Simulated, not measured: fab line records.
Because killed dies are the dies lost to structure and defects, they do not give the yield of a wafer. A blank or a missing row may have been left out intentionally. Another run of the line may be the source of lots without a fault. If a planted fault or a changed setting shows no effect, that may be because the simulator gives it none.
fab line records	flow n5Finfet
[record] lots = 24	wafers = 72	lastDay = 20
route steps=1938 shown START@1 WELL_APT@30 PMOS_HMC_CHANNEL_EPI@73 FIN_SAQP@134
lots with no fault: from the same line, run without faults
startH: start of the lot's first displayed wafer, in hours after the record's first day	waitH: how many hours have passed since the lot's step before this one	" the same as in the row above	L1.1+2: a row that stands for several wafers	- value missing, or start not given	* or withheld: withheld	< > ~ a bound
route shown NAME@n: names a module that has steps shown in the file, with the first one's number in the route	usual: the fault-free wafers' mean and standard deviation	same: alike in all rows	chamber/n: place in a boat	sites: each site's reading	_std_site: the values' standard deviation	_edge_site: inner sites' mean taken away from outer sites' mean	radiusMm: how far each site lies from the wafer's centre	mask NAME#n: copy n	behind: the last tool/chamber to shape the wafer	hold: the reason the lot was held/the length of the hold in hours/how it ended	device: names the non-switching transistor (n, p or np)	end of line: tests of these same wafers at the route's end	for a step that has no rows: nothing shown but its recipe	killed: dies lost to structure and defects at the first sort, not the wafer's yield	map: per-die view of a wafer (x killed, . not killed, _ where there is no die)
set.NAME: the run value of the setting; set.NAME@STEP: its run value at that earlier step	model.NAME: the simulator's own value behind a step, which no gauge read
route steps across a sampled set of lots; one table per step, one row per wafer
services: a tool's chamber out of use, with start hour (startH, from the record's first day; less than 0 if before it), hours out, and reason
[[steps]]
[step N5_START_INSPECT_01]
[recipe] inspectInstrument = unpatternedScan	mode = incoming
[usual] rawDefectCount = 5.6/2.1
lot.wafer	tool	chamber	startH	waitH	rawDefectCount
L074.4	defectInspect-02	-	12.04	-	7
L074.5	"	-	"	"	8
L074.6	"	-	"	"	9
L075.2	defectInspect-01	-	18.03	-	6
L075.4	"	-	"	"	8
L075.6	"	-	"	"	6
L076.1	defectInspect-01	-	24.03	-	10
L076.2	"	-	"	"	10
L076.5	"	-	"	"	2
L077.1	defectInspect-01	-	30.03	-	3
L077.3	"	-	"	"	5
L077.5	"	-	"	"	8
L078.2	defectInspect-01	-	36.03	-	3
L078.4	"	-	"	"	4
L078.5	"	-	"	"	6
L079.1	defectInspect-02	-	42.03	-	2
L079.2	"	-	"	"	5
L079.6	"	-	"	"	6
L080.1	defectInspect-01	-	48.03	-	10
L080.3	"	-	"	"	3
L080.6	"	-	"	"	7
L081.3	defectInspect-02	-	54.04	-	1
L081.4	"	-	"	"	3
L081.5	"	-	"	"	6
L082.2	defectInspect-02	-	60.03	-	8
L082.3	"	-	"	"	5
L082.5	"	-	"	"	6
L083.1	defectInspect-02	-	66.03	-	6
L083.5	"	-	"	"	6
L083.6	"	-	"	"	3
L084.1	defectInspect-02	-	72.03	-	6
L084.3	"	-	"	"	5
L084.6	"	-	"	"	7
L085.1	defectInspect-02	-	78.03	-	5
L085.2	"	-	"	"	4
L085.6	"	-	"	"	4
L086.3	defectInspect-01	-	84.03	-	6
L086.4	"	-	"	"	5
L086.5	"	-	"	"	5
L087.3	defectInspect-02	-	90.03	-	3
L087.5	"	-	"	"	6
L087.6	"	-	"	"	11
L088.1	defectInspect-02	-	96.03	-	3
L088.2	"	-	"	"	4
L088.5	"	-	"	"	4
L089.1	defectInspect-02	-	102.03	-	1
L089.3	"	-	"	"	6
L089.4	"	-	"	"	6
L090.2	defectInspect-01	-	108.03	-	6
L090.3	"	-	"	"	8
L090.4	"	-	"	"	7
L091.3	defectInspect-01	-	114.03	-	8
L091.5	"	-	"	"	9
L091.6	"	-	"	"	5
L092.2	defectInspect-02	-	120.03	-	6
L092.5	"	-	"	"	4
L092.6	"	-	"	"	7
L093.1	defectInspect-02	-	126.03	-	7
L093.4	"	-	"	"	2
L093.5	"	-	"	"	2
L094.1	defectInspect-02	-	132.03	-	4
L094.5	"	-	"	"	8
L094.6	"	-	"	"	6
L095.2	defectInspect-02	-	138.03	-	10
L095.3	"	-	"	"	7
L095.5	"	-	"	"	6
L096.1	defectInspect-01	-	144.03	-	6
L096.3	"	-	"	"	6
L096.5	"	-	"	"	7
L097.1	defectInspect-01	-	150.03	-	6
L097.2	"	-	"	"	6
L097.3	"	-	"	"	6
[step N5_WELL_APT_INSPECT_10]
[recipe] mode = adi	inspectInstrument = macro
[usual] rawDefectCount = 1.9/1.3
lot.wafer	tool	chamber	startH	waitH	rawDefectCount
L074.4	defectInspect-01	-	13.61	0.0	1
L074.5	"	-	"	"	1
L074.6	"	-	"	"	1
L075.2	defectInspect-01	-	19.68	0.0	2
L075.4	"	-	"	"	2
L075.6	"	-	"	"	1
L076.1	defectInspect-01	-	25.87	0.0	2
L076.2	"	-	"	"	0
L076.5	"	-	"	"	0
L077.1	defectInspect-01	-	31.76	0.0	3
L077.3	"	-	"	"	2
L077.5	"	-	"	"	1
L078.2	defectInspect-02	-	37.77	0.0	4
L078.4	"	-	"	"	3
L078.5	"	-	"	"	2
L079.1	defectInspect-01	-	44.54	0.0	6
L079.2	"	-	"	"	2
L079.6	"	-	"	"	2
L080.1	defectInspect-02	-	50.15	0.0	1
L080.3	"	-	"	"	2
L080.6	"	-	"	"	1
L081.3	defectInspect-02	-	55.88	0.0	5
L081.4	"	-	"	"	1
L081.5	"	-	"	"	0
L082.2	defectInspect-01	-	61.94	0.0	2
L082.3	"	-	"	"	0
L082.5	"	-	"	"	1
L083.1	defectInspect-01	-	67.79	0.0	2
L083.5	"	-	"	"	3
L083.6	"	-	"	"	1
L084.1	defectInspect-02	-	73.86	0.0	1
L084.3	"	-	"	"	4
L084.6	"	-	"	"	1
L085.1	defectInspect-01	-	79.73	0.0	0
L085.2	"	-	"	"	2
L085.6	"	-	"	"	1
L086.3	defectInspect-01	-	85.78	0.0	2
L086.4	"	-	"	"	2
L086.5	"	-	"	"	5
L087.3	defectInspect-02	-	91.75	0.0	1
L087.5	"	-	"	"	3
L087.6	"	-	"	"	2
L088.1	defectInspect-02	-	98.05	0.0	3
L088.2	"	-	"	"	3
L088.5	"	-	"	"	1
L089.1	defectInspect-01	-	103.86	0.0	4
L089.3	"	-	"	"	3
L089.4	"	-	"	"	4
L090.2	defectInspect-02	-	109.61	0.0	0
L090.3	"	-	"	"	1
L090.4	"	-	"	"	3
L091.3	defectInspect-02	-	115.75	0.0	3
L091.5	"	-	"	"	2
L091.6	"	-	"	"	1
L092.2	defectInspect-02	-	121.74	0.0	1
L092.5	"	-	"	"	3
L092.6	"	-	"	"	4
L093.1	defectInspect-01	-	127.73	0.0	1
L093.4	"	-	"	"	1
L093.5	"	-	"	"	0
L094.1	defectInspect-02	-	134.05	0.0	2
L094.5	"	-	"	"	1
L094.6	"	-	"	"	1
L095.2	defectInspect-01	-	139.87	0.0	4
L095.3	"	-	"	"	3
L095.5	"	-	"	"	3
L096.1	defectInspect-01	-	145.74	0.0	5
L096.3	"	-	"	"	0
L096.5	"	-	"	"	0
L097.1	defectInspect-01	-	151.62	0.0	3
L097.2	"	-	"	"	0
L097.3	"	-	"	"	1
[step N5_PMOS_HMC_CHANNEL_EPI_ETCH_38]
[recipe] chemistry = CF4	target = SiO2	targetDepthA = 15	ionEnergyEv = 350	pressureMtorr = 10	icpW = 800	biasW = 400	cf4FlowSccm = 80
[usual] cf4FlowSccm = 79.99/0.28	drypumpMotorCurrentA = 5.7/0.48	oesProductAu = 0.990/0.025	throttleValvePct = 21.71/0.19
lot.wafer	tool	chamber	startH	waitH	cf4FlowSccm	drypumpMotorCurrentA	oesProductAu	rfHoursCounterH	throttleValvePct
L074.4	rieSi-01	3	17.42	0.0	79.55	6.1	0.942	120	21.51
L074.5	"	2	"	"	79.85	5.7	1.004	-	21.40
L074.6	"	1	"	"	79.96	5.4	0.995	-	21.58
L075.2	rieSi-06	0	23.47	0.0	79.90	5.6	0.992	205	21.88
L075.4	"	1	"	"	79.34	6.0	0.952	-	21.84
L075.6	"	2	"	"	79.99	4.9	1.006	-	21.73
L076.1	rieSi-06	0	29.57	0.0	80.48	5.5	1.009	205	21.90
L076.2	"	1	"	"	80.08	6.0	0.949	152	21.85
L076.5	"	0	"	"	79.97	5.5	1.016	-	21.90
L077.1	rieSi-06	2	35.57	0.0	80.14	4.9	1.001	46	21.73
L077.3	"	3	"	"	80.25	5.0	0.959	179	21.84
L077.5	"	1	"	"	79.90	6.0	0.958	-	21.87
L078.2	rieSi-06	3	41.55	0.0	79.61	5.0	0.966	179	21.82
L078.4	"	3	"	"	79.98	5.0	0.957	-	21.83
L078.5	"	2	"	"	80.04	4.9	1.001	-	21.73
L079.1	rieSi-06	2	48.54	0.0	80.00	4.9	0.997	46	21.73
L079.2	"	3	"	"	79.60	5.1	0.955	179	21.83
L079.6	"	3	"	"	79.95	5.1	0.964	-	21.82
L080.1	rieSi-04	1	54.25	0.0	79.99	6.0	1.021	2	21.62
L080.3	"	2	"	"	79.50	5.4	0.970	165	21.48
L080.6	"	3	"	"	80.02	6.4	1.005	-	21.52
L081.3	rieSi-06	1	59.95	0.0	79.62	6.0	0.964	152	21.86
L081.4	"	0	"	"	80.04	5.5	1.007	0	21.94
L081.5	"	0	"	"	80.38	5.5	1.009	-	21.96
L082.2	rieSi-01	1	66.12	0.0	80.36	5.4	0.999	113	21.57
L082.3	"	3	"	"	79.79	6.1	0.947	120	21.52
L082.5	"	0	"	"	80.36	5.8	0.963	-	21.43
L083.1	rieSi-04	0	72.00	0.0	78.88	6.1	0.993	156	21.98
L083.5	"	1	"	"	80.36	6.0	1.014	-	21.62
L083.6	"	2	"	"	80.06	5.4	0.960	-	21.49
L084.1	rieSi-04	1	77.65	0.0	79.80	6.0	1.020	3	21.60
L084.3	"	3	"	"	80.04	6.4	1.012	175	21.52
L084.6	"	3	"	"	80.36	6.4	1.003	-	21.51
L085.1	rieSi-04	1	83.59	0.0	80.31	6.0	1.015	3	21.60
L085.2	"	0	"	"	79.87	6.0	1.001	156	21.99
L085.6	"	1	"	"	80.05	6.0	1.032	-	21.61
L086.3	rieSi-01	1	89.69	0.0	79.82	5.4	1.003	113	21.56
L086.4	"	2	"	"	80.31	5.7	1.016	55	21.40
L086.5	"	2	"	"	80.15	5.7	1.013	-	21.42
L087.3	rieSi-06	2	95.93	0.0	79.84	4.9	1.003	47	21.72
L087.5	"	3	"	"	80.33	5.0	0.967	-	21.83
L087.6	"	2	"	"	80.12	4.9	1.006	-	21.74
L088.1	rieSi-06	2	101.93	0.0	79.98	4.9	0.999	47	21.73
L088.2	"	1	"	"	80.43	6.0	0.961	153	21.85
L088.5	"	0	"	"	79.94	5.6	1.000	-	21.94
L089.1	rieSi-04	1	108.62	0.0	79.66	6.0	1.033	3	21.62
L089.3	"	0	"	"	80.09	6.0	1.011	157	21.99
L089.4	"	3	"	"	79.98	6.4	1.008	176	21.53
L090.2	rieSi-04	0	114.12	0.0	80.03	6.1	1.006	157	22.01
L090.3	"	1	"	"	80.22	6.0	1.029	3	21.63
L090.4	"	3	"	"	79.47	6.4	1.019	176	21.52
L091.3	rieSi-04	2	119.83	0.0	80.35	5.4	0.975	166	21.48
L091.5	"	0	"	"	80.09	6.0	1.002	-	22.02
L091.6	"	3	"	"	80.21	6.5	1.022	-	21.53
L092.2	rieSi-06	1	126.34	0.0	80.09	6.0	0.957	153	21.87
L092.5	"	3	"	"	80.13	5.1	0.951	-	21.83
L092.6	"	0	"	"	80.43	5.5	1.005	-	21.95
L093.1	rieSi-06	1	131.62	0.0	80.20	6.0	0.966	154	21.86
L093.4	"	2	"	"	79.94	4.9	1.002	48	21.73
L093.5	"	0	"	"	79.76	5.6	1.005	-	21.96
L094.1	rieSi-01	0	138.08	0.0	80.28	5.8	0.980	33	21.42
L094.5	"	1	"	"	80.24	5.4	0.997	-	21.55
L094.6	"	2	"	"	79.73	5.7	1.018	-	21.41
L095.2	rieSi-06	3	144.04	0.0	80.49	5.1	0.961	181	21.83
L095.3	"	2	"	"	79.84	4.9	1.007	48	21.74
L095.5	"	1	"	"	79.80	6.0	0.958	-	21.86
L096.1	rieSi-04	3	150.07	0.0	80.00	6.4	1.007	176	21.52
L096.3	"	0	"	"	79.81	6.0	1.013	157	22.00
L096.5	"	1	"	"	80.25	6.0	1.036	-	21.63
L097.1	rieSi-04	2	155.76	0.0	79.74	5.4	0.971	167	21.49
L097.2	"	1	"	"	80.00	6.0	1.024	4	21.61
L097.3	"	0	"	"	80.05	6.0	1.008	158	22.00
[step N5_FIN_SAQP_ETCH_69]
[recipe] chemistry = N2/H2	target = SOC	targetDepthA = 1500	stopOn = SiNx	ionEnergyEv = 100	biasW = 61	pressureMtorr = 30	sourceW = 850	n2FlowSccm = 200	h2FlowSccm = 200
[usual] drypumpMotorCurrentA = 5.5/0.55	oesProductAu = 0.79/0.088	rfVppV = 241.1/1.5	showerheadPlenumPTorr = 2.58/0.1	throttleValvePct = 17.78/0.19
lot.wafer	tool	chamber	startH	waitH	drypumpMotorCurrentA	oesProductAu	rfHoursCounterH	rfVppV	showerheadPlenumPTorr	throttleValvePct
L074.4	rieDiel-01	0	24.54	-	4.9	0.76	-	239.6	2.52	17.72
L074.5	"	1	"	"	5.3	0.72	-	240.9	2.52	17.94
L074.6	"	2	"	"	6.4	0.67	-	238.3	2.41	18.16
L075.2	rieDiel-02	0	30.05	-	5.3	0.76	140	239.2	2.54	17.59
L075.4	"	2	"	"	5.9	0.73	169	240.3	2.43	18.08
L075.6	"	3	"	"	5.7	0.72	-	243.6	2.65	17.78
L076.1	rieDiel-04	0	39.14	-	5.7	0.70	223	237.8	2.42	17.98
L076.2	"	3	"	"	5.8	0.78	113	240.9	2.57	17.81
L076.5	"	1	"	"	6.4	0.73	-	242.3	2.63	17.89
L077.1	rieDiel-01	3	42.63	-	4.9	0.94	7	244.0	2.72	17.51
L077.3	"	0	"	"	4.9	0.74	147	240.8	2.52	17.74
L077.5	"	1	"	"	5.3	0.72	-	239.7	2.52	17.94
L078.2	rieDiel-01	3	48.49	-	4.9	0.94	9	243.0	2.72	17.52
L078.4	"	1	"	"	5.3	0.72	199	240.4	2.52	17.96
L078.5	"	2	"	"	6.4	0.97	-	241.8	2.73	17.70
L079.1	rieDiel-01	1	55.43	-	5.3	0.71	201	240.8	2.52	17.96
L079.2	"	0	"	"	5.0	0.75	151	240.1	2.52	17.74
L079.6	"	3	"	"	4.9	0.92	-	241.7	2.72	17.54
L080.1	rieDiel-04	0	62.15	-	5.7	0.68	232	237.3	2.41	18.00
L080.3	"	1	"	"	6.4	0.72	189	242.0	2.62	17.87
L080.6	"	0	"	"	5.7	0.69	-	238.6	2.41	17.99
L081.3	rieDiel-01	3	66.76	-	4.9	0.92	16	242.2	2.72	17.53
L081.4	"	0	"	"	4.9	0.75	155	241.2	2.52	17.75
L081.5	"	1	"	"	5.3	0.71	-	240.3	2.52	17.94
L082.2	rieDiel-01	0	72.76	-	4.9	0.74	158	240.8	2.52	17.74
L082.3	"	3	"	"	4.9	0.90	18	243.0	2.72	17.54
L082.5	"	0	"	"	4.9	0.74	-	239.8	2.52	17.76
L083.1	rieDiel-01	3	78.68	-	4.9	0.90	20	243.3	2.72	17.55
L083.5	"	3	"	"	4.9	0.90	-	242.6	2.72	17.54
L083.6	"	0	"	"	4.9	0.74	-	240.5	2.52	17.78
L084.1	rieDiel-01	3	85.00	-	4.9	0.91	22	243.0	2.72	17.56
L084.3	"	1	"	"	5.3	0.71	212	240.0	2.51	17.97
L084.6	"	1	"	"	5.3	0.71	-	239.7	2.51	17.98
L085.1	rieDiel-04	2	90.62	-	5.8	0.89	30	238.6	2.49	17.40
L085.2	"	1	"	"	6.4	0.73	201	242.0	2.62	17.89
L085.6	"	2	"	"	5.8	0.89	-	239.6	2.49	17.40
L086.3	rieDiel-01	3	97.52	-	4.9	0.89	26	241.7	2.71	17.56
L086.4	"	2	"	"	6.4	0.92	17	242.2	2.72	17.72
L086.5	"	3	"	"	4.9	0.89	-	242.7	2.71	17.55
L087.3	rieDiel-04	1	103.82	-	6.4	0.72	206	240.8	2.62	17.90
L087.5	"	3	"	"	5.8	0.77	-	242.3	2.56	17.82
L087.6	"	2	"	"	5.8	0.87	-	239.2	2.49	17.41
L088.1	rieDiel-02	1	108.91	-	5.7	0.80	109	240.0	2.46	17.69
L088.2	"	2	"	"	5.9	0.71	201	237.9	2.42	18.14
L088.5	"	2	"	"	5.9	0.70	-	241.0	2.42	18.16
L089.1	rieDiel-04	3	116.03	-	5.8	0.76	130	242.0	2.56	17.82
L089.3	"	1	"	"	6.4	0.71	208	241.0	2.61	17.91
L089.4	"	2	"	"	5.8	0.87	-	240.4	2.49	17.43
L090.2	rieDiel-01	0	121.02	-	4.9	0.73	174	242.6	2.51	17.78
L090.3	"	1	"	"	5.3	0.71	224	241.4	2.51	18.01
L090.4	"	3	"	"	4.9	0.88	34	242.5	2.71	17.57
L091.3	rieDiel-01	0	126.49	-	5.0	0.72	176	240.1	2.51	17.80
L091.5	"	3	"	"	4.9	0.87	-	241.6	2.71	17.57
L091.6	"	2	"	"	6.4	0.90	-	243.4	2.72	17.75
L092.2	rieDiel-01	2	133.38	-	6.4	0.89	29	242.9	2.72	17.74
L092.5	"	3	"	"	4.9	0.87	-	243.9	2.71	17.60
L092.6	"	2	"	"	6.4	0.89	-	241.9	2.72	17.76
L093.1	rieDiel-02	3	138.66	-	5.7	0.70	220	240.9	2.64	17.84
L093.4	"	2	"	"	5.9	0.70	209	239.9	2.42	18.15
L093.5	"	2	"	"	6.0	0.70	-	239.4	2.42	18.13
L094.1	rieDiel-01	0	144.65	-	5.0	0.72	182	241.9	2.51	17.79
L094.5	"	3	"	"	4.9	0.86	-	242.9	2.71	17.61
L094.6	"	0	"	"	4.9	0.72	-	240.6	2.51	17.80
L095.2	rieDiel-01	2	150.80	-	6.4	0.88	36	242.4	2.71	17.75
L095.3	"	3	"	"	4.9	0.86	45	244.4	2.71	17.60
L095.5	"	3	"	"	4.9	0.85	-	243.3	2.71	17.60
L096.1	rieDiel-01	3	157.07	-	4.9	0.85	48	243.1	2.70	17.58
L096.3	"	2	"	"	6.4	0.88	39	242.9	2.71	17.76
L096.5	"	2	"	"	6.4	0.87	-	242.8	2.71	17.77
L097.1	rieDiel-01	1	162.48	-	5.3	0.69	239	239.2	2.50	18.02
L097.2	"	0	"	"	4.9	0.72	188	239.8	2.50	17.80
L097.3	"	2	"	"	6.4	0.88	40	242.5	2.71	17.79
[step N5_FIN_SAQP_ETCH_67]
[recipe] chemistry = CH3F/O2	target = SiNx	targetDepthA = 300	maskMaterial = SOC	pressureMtorr = 30	sourceW = 395	biasW = 73	Ar_flow_sccm = 150	CH3F_flow_sccm = 30	O2_flow_sccm = 20	ionEnergyEv = 120
[usual] drypumpMotorCurrentA = 5.5/0.55	oes_f_703_au = 0.79/0.091	oesProductAu = 0.80/0.093	rfVppV = 298/5.4	showerheadPlenumPTorr = 2.03/0.079	throttleValvePct = 16.30/0.19
lot.wafer	tool	chamber	startH	waitH	drypumpMotorCurrentA	oes_f_703_au	oesProductAu	rfHoursCounterH	rfVppV	showerheadPlenumPTorr	throttleValvePct
L074.4	rieDiel-01	0	24.59	0.0	4.9	0.74	0.76	-	303	2.01	16.37
L074.5	"	1	"	"	5.3	0.71	0.74	-	301	1.97	16.45
L074.6	"	2	"	"	6.4	0.67	0.68	-	300	1.90	16.63
L075.2	rieDiel-02	0	30.11	0.0	5.3	0.80	0.77	140	292	2.02	16.21
L075.4	"	2	"	"	5.9	0.74	0.73	169	287	1.91	16.58
L075.6	"	3	"	"	5.6	0.76	0.73	-	300	2.09	16.23
L076.1	rieDiel-04	0	39.20	0.0	5.7	0.70	0.70	223	300	1.88	16.35
L076.2	"	3	"	"	5.8	0.81	0.78	113	294	2.02	16.22
L076.5	"	1	"	"	6.4	0.76	0.74	-	287	2.06	16.48
L077.1	rieDiel-01	3	42.69	0.0	4.9	0.95	0.96	7	294	2.13	15.96
L077.3	"	0	"	"	4.9	0.72	0.76	147	303	2.01	16.39
L077.5	"	1	"	"	5.3	0.72	0.73	-	300	1.97	16.46
L078.2	rieDiel-01	3	48.55	0.0	4.9	0.94	0.94	9	294	2.13	15.97
L078.4	"	1	"	"	5.3	0.71	0.72	199	301	1.97	16.46
L078.5	"	2	"	"	6.4	0.97	0.99	-	305	2.15	16.14
L079.1	rieDiel-01	1	55.49	0.0	5.3	0.70	0.73	201	302	1.97	16.47
L079.2	"	0	"	"	4.9	0.72	0.75	151	305	2.01	16.41
L079.6	"	3	"	"	4.9	0.93	0.95	-	294	2.12	15.96
L080.1	rieDiel-04	0	62.21	0.0	5.7	0.69	0.69	232	299	1.88	16.37
L080.3	"	1	"	"	6.4	0.75	0.73	190	289	2.06	16.49
L080.6	"	0	"	"	5.7	0.69	0.68	-	300	1.88	16.37
L081.3	rieDiel-01	3	66.82	0.0	4.9	0.92	0.94	16	293	2.12	15.97
L081.4	"	0	"	"	4.9	0.72	0.76	155	304	2.01	16.42
L081.5	"	1	"	"	5.3	0.71	0.73	-	299	1.97	16.48
L082.2	rieDiel-01	0	72.82	0.0	4.9	0.72	0.75	158	303	2.01	16.42
L082.3	"	3	"	"	4.9	0.91	0.93	18	294	2.12	15.97
L082.5	"	0	"	"	4.9	0.72	0.75	-	303	2.01	16.42
L083.1	rieDiel-01	3	78.74	0.0	4.9	0.91	0.93	20	295	2.12	15.98
L083.5	"	3	"	"	4.9	0.91	0.93	-	295	2.12	15.98
L083.6	"	0	"	"	4.9	0.72	0.75	-	301	2.01	16.43
L084.1	rieDiel-01	3	85.06	0.0	4.9	0.91	0.92	22	294	2.12	16.00
L084.3	"	1	"	"	5.3	0.70	0.72	212	302	1.97	16.49
L084.6	"	1	"	"	5.2	0.70	0.72	-	301	1.97	16.48
L085.1	rieDiel-04	2	90.68	0.0	5.7	0.91	0.89	30	293	1.97	16.15
L085.2	"	1	"	"	6.4	0.74	0.72	201	285	2.06	16.51
L085.6	"	2	"	"	5.8	0.90	0.89	-	292	1.97	16.14
L086.3	rieDiel-01	3	97.58	0.0	4.9	0.89	0.92	26	296	2.12	16.00
L086.4	"	2	"	"	6.4	0.91	0.95	17	305	2.14	16.19
L086.5	"	3	"	"	4.9	0.89	0.92	-	293	2.12	15.99
L087.3	rieDiel-04	1	103.88	0.0	6.4	0.73	0.72	206	288	2.05	16.52
L087.5	"	3	"	"	5.8	0.80	0.78	-	296	2.02	16.24
L087.6	"	2	"	"	5.8	0.89	0.88	-	292	1.97	16.15
L088.1	rieDiel-02	1	108.97	0.0	5.7	0.81	0.80	109	298	1.94	16.24
L088.2	"	2	"	"	5.9	0.71	0.71	201	286	1.90	16.64
L088.5	"	2	"	"	5.9	0.72	0.71	-	287	1.90	16.65
L089.1	rieDiel-04	3	116.09	0.0	5.8	0.79	0.77	130	294	2.02	16.24
L089.3	"	1	"	"	6.4	0.73	0.71	208	288	2.05	16.52
L089.4	"	2	"	"	5.8	0.90	0.88	-	292	1.97	16.17
L090.2	rieDiel-01	0	121.08	0.0	4.9	0.71	0.74	174	302	2.00	16.45
L090.3	"	1	"	"	5.3	0.70	0.72	224	302	1.96	16.52
L090.4	"	3	"	"	4.9	0.89	0.89	34	294	2.12	16.01
L091.3	rieDiel-01	0	126.55	0.0	4.9	0.70	0.74	176	303	2.00	16.46
L091.5	"	3	"	"	4.9	0.88	0.89	-	294	2.12	16.01
L091.6	"	2	"	"	6.4	0.89	0.91	-	304	2.14	16.19
L092.2	rieDiel-01	2	133.44	0.0	6.4	0.89	0.89	29	305	2.14	16.19
L092.5	"	3	"	"	4.9	0.88	0.88	-	295	2.12	16.02
L092.6	"	2	"	"	6.4	0.88	0.91	-	305	2.14	16.19
L093.1	rieDiel-02	3	138.72	0.0	5.7	0.73	0.69	220	298	2.08	16.31
L093.4	"	2	"	"	5.9	0.71	0.69	209	288	1.90	16.66
L093.5	"	2	"	"	5.9	0.72	0.69	-	287	1.90	16.64
L094.1	rieDiel-01	0	144.71	0.0	4.9	0.70	0.74	182	304	2.00	16.45
L094.5	"	3	"	"	4.9	0.87	0.88	-	294	2.11	16.03
L094.6	"	0	"	"	4.9	0.71	0.73	-	303	2.00	16.47
L095.2	rieDiel-01	2	150.86	0.0	6.4	0.88	0.89	36	306	2.14	16.22
L095.3	"	3	"	"	4.9	0.87	0.86	45	294	2.11	16.04
L095.5	"	3	"	"	4.9	0.86	0.87	-	295	2.11	16.03
L096.1	rieDiel-01	3	157.13	0.0	4.9	0.86	0.87	48	294	2.11	16.04
L096.3	"	2	"	"	6.4	0.86	0.90	39	304	2.14	16.23
L096.5	"	2	"	"	6.4	0.86	0.90	-	306	2.14	16.23
L097.1	rieDiel-01	1	162.54	0.0	5.3	0.68	0.70	239	301	1.96	16.55
L097.2	"	0	"	"	4.9	0.69	0.73	188	302	2.00	16.48
L097.3	"	2	"	"	6.4	0.86	0.88	40	305	2.14	16.24
[step N5_FIN_SAQP_CD_MEAS_31]
[recipe] targetCdNm = 8	landingEnergyEv = 1000	detector = seInlens	polarity = line
[usual] cdNm = 8.08/0.2
lot.wafer	tool	chamber	startH	waitH	cdNm
L074.4	cdSem-01	0	25.68	0.1	8.34
L074.5	"	0	"	"	7.77
L074.6	"	0	"	"	8.35
L075.2	cdSem-01	0	30.88	0.1	8.13
L075.4	"	0	"	"	7.98
L075.6	"	0	"	"	8.20
L076.1	cdSem-01	0	40.04	0.1	8.24
L076.2	"	0	"	"	8.11
L076.5	"	0	"	"	8.19
L077.1	cdSem-03	0	43.46	0.1	7.94
L077.3	"	0	"	"	7.85
L077.5	"	0	"	"	7.69
L078.2	cdSem-03	0	49.55	0.1	8.07
L078.4	"	0	"	"	8.05
L078.5	"	0	"	"	8.13
L079.1	cdSem-01	0	56.27	0.1	7.91
L079.2	"	0	"	"	8.42
L079.6	"	0	"	"	8.21
L080.1	cdSem-02	0	63.31	0.1	8.03
L080.3	"	0	"	"	8.17
L080.6	"	0	"	"	8.10
L081.3	cdSem-02	0	67.60	0.1	7.86
L081.4	"	0	"	"	7.92
L081.5	"	0	"	"	8.33
L082.2	cdSem-03	0	74.06	0.1	8.05
L082.3	"	0	"	"	8.03
L082.5	"	0	"	"	7.93
L083.1	cdSem-02	0	79.55	0.1	8.11
L083.5	"	0	"	"	7.81
L083.6	"	0	"	"	8.32
L084.1	cdSem-02	0	85.83	0.1	8.01
L084.3	"	0	"	"	7.98
L084.6	"	0	"	"	7.74
L085.1	cdSem-02	0	91.44	0.1	8.03
L085.2	"	0	"	"	7.81
L085.6	"	0	"	"	8.19
L086.3	cdSem-03	0	98.55	0.1	8.02
L086.4	"	0	"	"	7.92
L086.5	"	0	"	"	8.27
L087.3	cdSem-01	0	105.36	0.1	8.10
L087.5	"	0	"	"	8.03
L087.6	"	0	"	"	8.06
L088.1	cdSem-02	0	110.57	0.1	7.77
L088.2	"	0	"	"	8.18
L088.5	"	0	"	"	8.49
L089.1	cdSem-02	0	116.86	0.1	8.15
L089.3	"	0	"	"	8.22
L089.4	"	0	"	"	8.09
L090.2	cdSem-03	0	121.84	0.1	8.07
L090.3	"	0	"	"	8.07
L090.4	"	0	"	"	8.21
L091.3	cdSem-02	0	127.85	0.1	8.14
L091.5	"	0	"	"	8.38
L091.6	"	0	"	"	8.37
L092.2	cdSem-01	0	134.21	0.1	7.93
L092.5	"	0	"	"	8.24
L092.6	"	0	"	"	8.01
L093.1	cdSem-03	0	139.71	0.1	7.93
L093.4	"	0	"	"	8.23
L093.5	"	0	"	"	8.22
L094.1	cdSem-01	0	145.48	0.1	7.70
L094.5	"	0	"	"	7.79
L094.6	"	0	"	"	7.83
L095.2	cdSem-01	0	151.63	0.1	8.37
L095.3	"	0	"	"	7.99
L095.5	"	0	"	"	7.69
L096.1	cdSem-01	0	157.90	0.1	8.06
L096.3	"	0	"	"	8.14
L096.5	"	0	"	"	7.87
L097.1	cdSem-03	0	163.36	0.1	8.19
L097.2	"	0	"	"	7.77
L097.3	"	0	"	"	8.09
[[services]]
tool	chamber	startH	hours	kind
rieDiel-01	1	-6.13	9.0	repair
rieDiel-04	-	-5.98	0.8	repair
rieSi-04	2	-5.86	3.9	repair
rieDiel-01	3	3.72	-	clean
rieSi-06	3	23.44	1.9	repair
rieSi-06	3	27.42	1.4	repair
rieSi-01	3	31.87	8.5	repair
rieSi-04	3	45.57	4.1	repair
rieDiel-04	1	50.04	6.2	repair
rieSi-04	-	50.82	2.2	repair
rieDiel-04	3	51.04	30.3	repair
rieDiel-02	0	51.06	16.0	repair
rieDiel-02	3	53.76	2.0	repair
rieSi-04	-	54.79	0.3	repair
rieSi-01	-	67.96	0.6	repair
rieDiel-01	2	69.28	5.1	repair
rieDiel-01	-	76.56	0.6	repair
rieSi-06	1	81.23	2.9	repair
rieSi-01	1	107.74	7.3	repair
rieDiel-04	1	107.92	4.6	repair
rieSi-04	2	121.91	6.5	repair
rieSi-01	2	139.71	5.5	repair
rieDiel-04	2	158.20	4.0	repair
rieSi-01	-	160.32	2.8	pm
[[key]]
fault none
